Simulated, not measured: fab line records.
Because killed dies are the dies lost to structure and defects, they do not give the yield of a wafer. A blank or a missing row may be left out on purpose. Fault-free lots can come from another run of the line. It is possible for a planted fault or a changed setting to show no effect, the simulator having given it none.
Chamber matching ; flow n5-finfet ; cmp-04 running N5_GATE_CUT_CMP_43: 4 sister chambers
The step polishes SiO2. 4 wafers are shown with their chamber, then 8 later ones without.

== EACH WAFER AND ITS CHAMBER ==
wafer;chamber;motor-current-A (A)
L088.3;3;13.3
L089.3;1;12.8
L089.5;2;11.1
L091.2;0;10.7

== WAFERS WITH NO CHAMBER GIVEN ==
wafer;motor-current-A (A)
L091.5;12.8
L091.6;10.8
L093.2;11.9
L093.4;10.7
L093.6;12.6
L095.2;11.0
L095.5;12.8
L095.6;10.9

== THE CHAMBER EACH PASSED THROUGH ==
wafer;from the rows above;in truth
L091.5;can't be placed: 1 or 3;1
L091.6;can't be placed: 0 or 2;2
L093.2;can't be placed: 2 or 1 or 0 or 3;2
L093.4;can't be placed: 0 or 2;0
L093.6;can't be placed: 1 or 3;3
L095.2;can't be placed: 2 or 0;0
L095.5;can't be placed: 1 or 3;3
L095.6;can't be placed: 2 or 0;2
0 of 8 placed correctly. Not placeable from these rows: 8 (in 8, the candidates include the true chamber). Placed wrongly: 0.
How it was worked out, from the rows above alone: a wafer's distance from a chamber is the root of the sum, over the readings, of the square of ((its reading less the chamber's mean) divided by the reading's scatter). The wafer belongs to the nearest chamber; if the next one is less than 2 further off, it can't be placed. For every chamber, the mean is computed from those of its wafers that are shown. The scatter (one wafer shown for each chamber): square how far every hidden wafer sits from the nearest shown wafer, average those squares and take the square root.
